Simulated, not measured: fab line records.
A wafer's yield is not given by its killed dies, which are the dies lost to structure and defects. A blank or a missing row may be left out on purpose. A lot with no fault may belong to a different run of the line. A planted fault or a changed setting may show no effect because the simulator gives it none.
A lot that was struck, set against a sound lot | flow n5 finfet | 29 out of 1938 route steps
Sound: the wafers L304.1, L304.3, L304.5. Struck: wafer L308.6. (L308.3, L308.4 of the same lot were not struck and are left out.) The cause comes at the end.
Each step with rows lists, per side, the tool, then ch with its chambers, then its first start. Under that, the readings that differ: sound wafers | struck wafers | difference of the means | sigmas: that difference in standard deviations of wafers without a fault.
alike: words and numbers the same on both sides, and readings whose means are apart by under 2 such deviations; not compared: readings that were withheld, readings missing a value for some wafer, numbers with overlapping values and no deviation given by the record, and bounds like >300 which may hide the same value.
The two part at a step that has a row with sigmas, a row that says differs or no value, or rows on one side only. Non-overlapping numbers with no deviation appear without sigmas and do not part them. Lack of a reading on every wafer of one side parts them only where that side has two or more wafers.

first, 11 steps without rows for these wafers: N5_SD_EPI_P_DESCUM_14 (chemistry O2, time 7.9 s); N5_SD_EPI_P_ETCH_36 (etches SiARC in CF4, target depth 45.5 nm, time 75.8 s); N5_SD_EPI_P_ETCH_37 (etches SOC in N2/H2, overetch 108 nm, time 486 s); N5_SD_EPI_P_STRIP_38 (strips in N2/H2); N5_SD_EPI_P_ETCHBACK_46 (etches SiNx in CH3F/O2, stops on SiO2, target depth 17.5 nm); N5_SD_EPI_P_ETCH_47 (etches SiOCN in CH3F/O2, target depth 25 nm); N5_SD_EPI_P_ETCH_16 (etches SiO2 in CHF3/O2, target depth 5 nm); N5_SD_EPI_P_STRIP_50 (strips in CHF3/O2); N5_SD_EPI_P_SD_RECESS_17 (chemistry HBr/Cl2/O2, target depth 39.1 nm, bt time 3 s); N5_SD_EPI_P_WET_ETCH_45 (etches SiO2 in dHF, time 10.7 s, target depth 2 nm, rinse time 30 s); N5_SD_EPI_P_STRIP_40 (strips in N2/H2).
N5_SD_EPI_P_PRECLEAN_52: cleans in O3/DIW, time 60 s.
  sound on wet bench-05 ch 1,5,7, day 3 18:14; struck on wet bench-05 ch 0, day 4 22:50
  reading    | sound             | struck | difference | sigmas
  temp c (C) | 21.83 21.91 22.04 | 22.16  | +0.23      | +2
  alike: o3 ppm
then, 10 steps without rows for these wafers: N5_SD_EPI_P_SRD_20 (time 30 s); N5_SD_EPI_P_PRECLEAN_51 (cleans in NF3:NH3, afs cycles 1, time 20 s, sublimation time 60 s); N5_SD_EPI_P_VAPOR_ETCH_44 (etches SiGe30 in NF3/Ar, time 3.3 s); N5_SD_EPI_P_EPI_21 (deposits SiGe:B, time 355 s); N5_SD_EPI_P_HM_STRIP_48 (strips SiNx in H3PO4, material SiNx, target depth 3 nm); N5_SD_EPI_P_SRD_49 (time 30 s); N5_SD_EPI_P_PRECLEAN_24 (cleans in O3/DIW, time 45 s); N5_SD_EPI_P_PRECLEAN_32 (cleans in dHF, time 10 s); N5_SD_EPI_P_PRECLEAN_33 (cleans in SC2, time 45 s); N5_SD_EPI_P_SRD_25 (time 30 s).
N5_SD_EPI_P_INSPECT_26: inspects for defects (darkfield).
  sound on defect inspect-01 at day 3 21:02; struck on defect inspect-02 at day 5 01:40
  reading          | sound       | struck | difference | sigmas
  raw defect count | 182 131 228 | 915    | +735       | +22
then, 2 steps without rows for these wafers: N5_SD_ACTIVATION_RTA_00 (time 0 s); N5_SD_ACTIVATION_LSA_01 (time 0.0008 s).
N5_SD_ACTIVATION_INSPECT_02: inspects for defects (darkfield).
  sound on defect inspect-01 at day 3 21:48; struck on defect inspect-02 at day 5 02:30
  reading          | sound       | struck | difference | sigmas
  raw defect count | 167 114 218 | 901    | +735       | +22
then, 1 step without rows for these wafers: N5_ILD0_LINER_00 (material SiNx, target thk 4 nm, pulse time 1 s, purge time 2 s).
-- the record jumps here: 4 days lie between the struck wafers' starts before and after (it left off in module ILD0 and takes up again in module BEOL_M4, whose first step shown is number 1111 of the route) --
N5_BEOL_M4_RC_MEAS_101:
  sound on prober-01 ch 0, day 8 11:54; struck on prober-02 ch 0, day 9 12:58
  alike: DIBL_N, DIBL_P, IOFF_N, IOFF_P, ION_N, ION_P, SS_N, SS_P, VT_N, VT_P
-- here the record skips 4 days between the struck wafers' starts before and after, leaving off in module BEOL_M4 and picking up in module PASSIVATION (first step shown: number 1936 of the route) --
N5_PASSIVATION_PROBE_49:
  only the struck wafers here have rows in the record (prober-02, day 13 20:19); the sound ones have none

== WHERE THEY PART ==
First at N5_SD_EPI_P_PRECLEAN_52; last, within this record, at N5_PASSIVATION_PROBE_49.

WHY: what the simulator had put in
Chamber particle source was wet bench-05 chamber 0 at N5_SD_EPI_P_PRECLEAN_52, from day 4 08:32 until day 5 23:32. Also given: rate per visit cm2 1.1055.
